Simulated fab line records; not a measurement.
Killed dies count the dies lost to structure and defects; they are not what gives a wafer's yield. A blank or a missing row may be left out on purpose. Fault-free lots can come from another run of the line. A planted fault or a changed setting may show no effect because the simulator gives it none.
Which tool was responsible? :: flow nand-harc :: 36 wafers from 12 lots sampled at 7 of the route's 1302 steps

WHAT EACH GAUGE READ, for each wafer
NHARC_A_ONON_D2_THK_MEAS_34: measures by ellipsometry.
lot: L827
measured: day 14 07:44
on: film-metro-01
thk-nm (nm): 202.5 200.0 203.9

lot: L828
measured: day 14 07:45
on: film-metro-02
thk-nm (nm): 197.1 198.7 199.7

lot: L832
measured: day 15 00:55
on: film-metro-02
thk-nm (nm): 202.6 204.1 206.1

lot: L833
measured: day 15 00:59
on: film-metro-02
thk-nm (nm): 200.6 200.9 199.7

lot: L835
measured: day 16 06:42
on: film-metro-02
thk-nm (nm): 198.3 199.2 200.0

lot: L837
measured: day 17 14:14
on: film-metro-01
thk-nm (nm): 197.3 198.2 198.4

lot: L839
measured: day 17 17:40
on: film-metro-02
thk-nm (nm): 198.8 202.4 202.8

lot: L842
measured: day 19 07:25
on: film-metro-01
thk-nm (nm): 194.4 196.4 199.5

lot: L843
measured: day 20 05:37
on: film-metro-02
thk-nm (nm): 198.6 198.4 201.9

lot: L848
measured: day 22 00:47
on: film-metro-01
thk-nm (nm): 197.1 196.6 202.2

lot: L849
measured: day 22 12:23
on: film-metro-02
thk-nm (nm): 199.6 199.2 201.5

lot: L850
measured: day 22 17:15
on: film-metro-01
thk-nm (nm): 197.3 199.6 199.9

NHARC_A_ONON_D2_INSPECT_32.
lot: L827
measured: day 14 07:48
on: defect-inspect-02
raw-defect-count: 460 632 551

lot: L828
measured: day 14 07:49
on: defect-inspect-01
raw-defect-count: 288 391 257

lot: L832
measured: day 15 00:58
on: defect-inspect-01
raw-defect-count: 350 562 302

lot: L833
measured: day 15 01:04
on: defect-inspect-02
raw-defect-count: 329 619 408

lot: L835
measured: day 16 06:47
on: defect-inspect-01
raw-defect-count: 386 369 327

lot: L837
measured: day 17 14:17
on: defect-inspect-02
raw-defect-count: 358 353 275

lot: L839
measured: day 17 17:44
on: defect-inspect-02
raw-defect-count: 494 756 482

lot: L842
measured: day 19 07:29
on: defect-inspect-01
raw-defect-count: 203 241 436

lot: L843
measured: day 20 05:41
on: defect-inspect-01
raw-defect-count: 435 386 350

lot: L848
measured: day 22 00:52
on: defect-inspect-01
raw-defect-count: 282 260 342

lot: L849
measured: day 22 12:28
on: defect-inspect-01
raw-defect-count: 216 223 307

lot: L850
measured: day 22 17:20
on: defect-inspect-01
raw-defect-count: 274 148 235

NHARC_A_CHANNEL_HOLE_D2_INSPECT_12.
lot: L827
measured: day 14 11:02
on: defect-inspect-01
raw-defect-count: 53 52 59

lot: L828
measured: day 14 12:34
on: defect-inspect-02
raw-defect-count: 4 6 5

lot: L832
measured: day 15 05:40
on: defect-inspect-02
raw-defect-count: 6 11 7

lot: L833
measured: day 15 06:53
on: defect-inspect-02
raw-defect-count: 58 59 67

lot: L835
measured: day 16 09:36
on: defect-inspect-01
raw-defect-count: 47 60 52

lot: L837
measured: day 17 17:08
on: defect-inspect-01
raw-defect-count: 17 15 12

lot: L839
measured: day 17 21:31
on: defect-inspect-01
raw-defect-count: 12 10 13

lot: L842
measured: day 19 14:10
on: defect-inspect-01
raw-defect-count: 370 399 395

lot: L843
measured: day 20 08:23
on: defect-inspect-02
raw-defect-count: 394 408 404

lot: L848
measured: day 22 03:42
on: defect-inspect-02
raw-defect-count: 4 6 6

lot: L849
measured: day 22 15:10
on: defect-inspect-02
raw-defect-count: 2 1 5

lot: L850
measured: day 22 20:13
on: defect-inspect-01
raw-defect-count: 36 21 31

NHARC_A_CHANNEL_HOLE_D2_INSPECT_40.
lot: L827
measured: day 14 17:58
on: defect-inspect-02
raw-defect-count: 360 415 446

lot: L828
measured: day 14 22:02
on: defect-inspect-01
raw-defect-count: 189 234 202

lot: L832
measured: day 15 16:04
on: defect-inspect-02
raw-defect-count: 236 372 180

lot: L833
measured: day 15 18:34
on: defect-inspect-02
raw-defect-count: 281 453 331

lot: L835
measured: day 16 16:34
on: defect-inspect-02
raw-defect-count: 304 265 262

lot: L837
measured: day 18 00:07
on: defect-inspect-01
raw-defect-count: 237 228 225

lot: L839
measured: day 18 04:28
on: defect-inspect-02
raw-defect-count: 320 456 344

lot: L842
measured: day 19 21:07
on: defect-inspect-02
raw-defect-count: 580 619 703

lot: L843
measured: day 20 15:19
on: defect-inspect-01
raw-defect-count: 661 648 644

lot: L848
measured: day 22 12:27
on: defect-inspect-02
raw-defect-count: 205 186 230

lot: L849
measured: day 22 22:04
on: defect-inspect-02
raw-defect-count: 137 160 209

lot: L850
measured: day 23 03:08
on: defect-inspect-02
raw-defect-count: 183 124 183

NHARC_END_SORT_01.
lot: L832
measured: day 27 08:54
on: prober-01
killed-at-array: 22 25 28
killed-at-other: 3 0 1
killed-at-periphery: 4 5 2
killed-dies: 29 30 31
killed-open: 6 4 8
killed-short: 2 5 1

lot: L833
measured: day 27 09:45
on: prober-02
killed-at-array: 84 80 76
killed-at-other: 1 0 0
killed-at-periphery: 14 1 8
killed-dies: 99 81 84
killed-open: 6 2 5
killed-short: 1 1 5

lot: L835
measured: day 27 23:31
on: prober-02
killed-at-array: 59 56 59
killed-at-other: 0 2 1
killed-at-periphery: 4 3 4
killed-dies: 63 61 64
killed-open: 6 1 8
killed-short: 5 3 3

lot: L837
measured: day 29 06:49
on: prober-01
killed-at-array: 46 67 63
killed-at-other: 0 0 0
killed-at-periphery: 3 7 6
killed-dies: 49 74 69
killed-open: 2 6 4
killed-short: 2 3 2

lot: L839
measured: day 28 22:06
on: prober-01
killed-at-array: 32 35 39
killed-at-other: 5 4 1
killed-at-periphery: 2 6 3
killed-dies: 39 45 43
killed-open: 3 2 3
killed-short: 3 5 3

lot: L842
measured: day 30 16:34
on: prober-01
killed-at-array: 95 93 69
killed-at-other: 0 2 0
killed-at-periphery: 2 1 4
killed-dies: 97 96 73
killed-open: 3 6 3
killed-short: 3 4 1

lot: L843
measured: day 31 17:20
on: prober-02
killed-at-array: 112 111 91
killed-at-other: 0 0 2
killed-at-periphery: 18 7 10
killed-dies: 130 118 103
killed-open: 6 4 2
killed-short: 2 1 4

lot: L850
measured: day 34 10:21
on: prober-02
killed-at-array: 35 36 35
killed-at-other: 1 2 1
killed-at-periphery: 2 2 4
killed-dies: 38 40 40
killed-open: 7 3 2
killed-short: 1 2 4

EACH LOT AND THE TOOL THAT RAN IT (in order: tool; ch and the chambers of the sampled wafers; start)
lot: L827
NHARC_A_CHANNEL_HOLE_D2_DEP_01: pecvd-04 ch 0,2, day 14 10:13
NHARC_A_CHANNEL_HOLE_D2_ETCH_16: rie-diel-07 ch 0,1,2, day 14 17:58 or earlier

lot: L828
NHARC_A_CHANNEL_HOLE_D2_DEP_01: pecvd-04 ch 0,1,2, day 14 11:43
NHARC_A_CHANNEL_HOLE_D2_ETCH_16: rie-diel-08 ch 0,2,3, day 14 22:02 or earlier

lot: L832
NHARC_A_CHANNEL_HOLE_D2_DEP_01: pecvd-01 ch 0,1,2, day 15 04:52
NHARC_A_CHANNEL_HOLE_D2_ETCH_16: rie-diel-09 ch 0,1,3, day 15 16:04 or earlier

lot: L833
NHARC_A_CHANNEL_HOLE_D2_DEP_01: pecvd-04 ch 0,1,2, day 15 06:14
NHARC_A_CHANNEL_HOLE_D2_ETCH_16: rie-diel-09 ch 0,1,3, day 15 18:34 or earlier

lot: L835
NHARC_A_CHANNEL_HOLE_D2_DEP_01: pecvd-02 ch 0,1,2, day 16 08:47
NHARC_A_CHANNEL_HOLE_D2_ETCH_16: rie-diel-07 ch 0,3, day 16 16:34 or earlier

lot: L837
NHARC_A_CHANNEL_HOLE_D2_DEP_01: pecvd-02 ch 0,2, day 17 16:17
NHARC_A_CHANNEL_HOLE_D2_ETCH_16: rie-diel-09 ch 1,3, day 18 00:07 or earlier

lot: L839
NHARC_A_CHANNEL_HOLE_D2_DEP_01: pecvd-02 ch 0,1, day 17 20:43
NHARC_A_CHANNEL_HOLE_D2_ETCH_16: rie-diel-09 ch 0,1,2, day 18 04:28 or earlier

lot: L842
NHARC_A_CHANNEL_HOLE_D2_DEP_01: pecvd-04 ch 0,1,2, day 19 13:17
NHARC_A_CHANNEL_HOLE_D2_ETCH_16: rie-diel-08 ch 1,3, day 19 21:07 or earlier

lot: L843
NHARC_A_CHANNEL_HOLE_D2_DEP_01: pecvd-04 ch 0,1,2, day 20 07:40
NHARC_A_CHANNEL_HOLE_D2_ETCH_16: rie-diel-09 ch 0,1,2, day 20 15:19 or earlier

lot: L848
NHARC_A_CHANNEL_HOLE_D2_DEP_01: pecvd-01 ch 0,1,2, day 22 02:53
NHARC_A_CHANNEL_HOLE_D2_ETCH_16: rie-diel-07 ch 0,3, day 22 12:27 or earlier

lot: L849
NHARC_A_CHANNEL_HOLE_D2_DEP_01: pecvd-02 ch 0,1,2, day 22 14:28
NHARC_A_CHANNEL_HOLE_D2_ETCH_16: rie-diel-07 ch 0,2, day 22 22:04 or earlier

lot: L850
NHARC_A_CHANNEL_HOLE_D2_DEP_01: pecvd-01 ch 1,2, day 22 19:21
NHARC_A_CHANNEL_HOLE_D2_ETCH_16: rie-diel-08 ch 2,3, day 23 03:08 or earlier
- NHARC_A_CHANNEL_HOLE_D2_DEP_01: deposits SiON, target thk 140 nm.
- NHARC_A_CHANNEL_HOLE_D2_ETCH_16: etches the open film in O2/COS, target depth 3100 nm, time 806 s.

AS READ BY THE TOOLS THEMSELVES (means over the sampled wafers that have a number; for cases with no such wafer, the mark the record gives instead)
NHARC_A_CHANNEL_HOLE_D2_DEP_01.
lot: L827
tool: pecvd-04
heater-power-w (W): 736

lot: L828
tool: pecvd-04
heater-power-w (W): 747

lot: L832
tool: pecvd-01
heater-power-w (W): 704

lot: L833
tool: pecvd-04
heater-power-w (W): 690

lot: L835
tool: pecvd-02
heater-power-w (W): 752

lot: L837
tool: pecvd-02
heater-power-w (W): 764

lot: L839
tool: pecvd-02
heater-power-w (W): 703

lot: L842
tool: pecvd-04
heater-power-w (W): 655

lot: L843
tool: pecvd-04
heater-power-w (W): 693

lot: L848
tool: pecvd-01
heater-power-w (W): 633

lot: L849
tool: pecvd-02
heater-power-w (W): 706

lot: L850
tool: pecvd-01
heater-power-w (W): 682

NHARC_A_CHANNEL_HOLE_D2_ETCH_16.
lot: L827
tool: rie-diel-07
bias-w (W): 300.4
drypump-motor-current-A (A): 5.6
oes-product-au (a.u.): 1.004
rf-vpp-V (V): 316.4
showerhead-plenum-p-Torr (Torr): 3.26
throttle-valve-pct (%): 28.336

lot: L828
tool: rie-diel-08
bias-w (W): 299.5
drypump-motor-current-A (A): 5.6
oes-product-au (a.u.): 0.993
rf-vpp-V (V): 313.0
showerhead-plenum-p-Torr (Torr): 3.01
throttle-valve-pct (%): 28.332

lot: L832
tool: rie-diel-09
bias-w (W): 299.5
drypump-motor-current-A (A): 5.5
oes-product-au (a.u.): 1.000
rf-vpp-V (V): 316.0
showerhead-plenum-p-Torr (Torr): 3.26
throttle-valve-pct (%): 28.328

lot: L833
tool: rie-diel-09
bias-w (W): 299.9
drypump-motor-current-A (A): 5.5
oes-product-au (a.u.): 1.004
rf-vpp-V (V): 316.7
showerhead-plenum-p-Torr (Torr): 3.26
throttle-valve-pct (%): 28.332

lot: L835
tool: rie-diel-07
bias-w (W): 299.2
drypump-motor-current-A (A): 6.1
oes-product-au (a.u.): 0.997
rf-vpp-V (V): 314.9
showerhead-plenum-p-Torr (Torr): 3.18
throttle-valve-pct (%): 28.337

lot: L837
tool: rie-diel-09
bias-w (W): 299.8
drypump-motor-current-A (A): 5.6
oes-product-au (a.u.): 1.000
rf-vpp-V (V): 316.8
showerhead-plenum-p-Torr (Torr): 3.28
throttle-valve-pct (%): 28.329

lot: L839
tool: rie-diel-09
bias-w (W): 300.1
drypump-motor-current-A (A): 5.2
oes-product-au (a.u.): 1.005
rf-vpp-V (V): 317.0
showerhead-plenum-p-Torr (Torr): 3.27
throttle-valve-pct (%): 28.328

lot: L842
tool: rie-diel-08
bias-w (W): 300.0
drypump-motor-current-A (A): 5.4
oes-product-au (a.u.): 0.995
rf-vpp-V (V): 314.7
showerhead-plenum-p-Torr (Torr): 3.21
throttle-valve-pct (%): 28.329

lot: L843
tool: rie-diel-09
bias-w (W): 300.2
drypump-motor-current-A (A): 5.2
oes-product-au (a.u.): 1.000
rf-vpp-V (V): 316.2
showerhead-plenum-p-Torr (Torr): 3.27
throttle-valve-pct (%): 28.335

lot: L848
tool: rie-diel-07
bias-w (W): 300.0
drypump-motor-current-A (A): 6.0
oes-product-au (a.u.): 1.001
rf-vpp-V (V): 315.9
showerhead-plenum-p-Torr (Torr): 3.18
throttle-valve-pct (%): 28.334

lot: L849
tool: rie-diel-07
bias-w (W): 300.4
drypump-motor-current-A (A): 5.0
oes-product-au (a.u.): 1.003
rf-vpp-V (V): 315.4
showerhead-plenum-p-Torr (Torr): 3.23
throttle-valve-pct (%): 28.324

lot: L850
tool: rie-diel-08
bias-w (W): 300.3
drypump-motor-current-A (A): 5.4
oes-product-au (a.u.): 1.002
rf-vpp-V (V): 314.3
showerhead-plenum-p-Torr (Torr): 3.09
throttle-valve-pct (%): 28.331

THE ANSWER, worked out from the rows above alone
Rule: usual is defined by the lots themselves. Put in order of their means at a reading, lots are off if they are a third of the lots or fewer, leave a main group of 4 or more, and stand apart from it by a gap of 3 or more times the standard deviation of the main group's means; of several such gaps the widest counts. Not used: any main group whose means are identical at the precision the tables above print for the reading. Also off: a lot with no number at a reading for which 4 or more lots have one. The other lots that the step has rows for count as sound. After the gauges, taken in route order, come the tools' own readings; for these a lot's mean is taken, as printed above. The first step at which some lot is off is used, and at that step the reading that is off furthest; a lot without a number counts as furthest.
Off: L842, L843 (NHARC_A_CHANNEL_HOLE_D2_INSPECT_12, raw-defect-count). Mean 25 and standard deviation 22 in the main group.
A tool fits if, at a process step before that reading, it ran every lot that is off, and no sound lot after the first of them. Those tools and the gauges at NHARC_A_CHANNEL_HOLE_D2_INSPECT_12 are tried in the same way. One candidate fits, namely pecvd-04 at NHARC_A_CHANNEL_HOLE_D2_DEP_01. Its last sound lot is L833 (day 15 06:14), its first lot that is off L842 (day 19 13:17): a fault that began between those two fits.

WHAT THE SIMULATOR PUT IN
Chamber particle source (pecvd-04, NHARC_A_CHANNEL_HOLE_D2_DEP_01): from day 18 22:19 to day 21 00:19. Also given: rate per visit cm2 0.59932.
Lots struck among those shown: L842, L843. The rule above found the same.
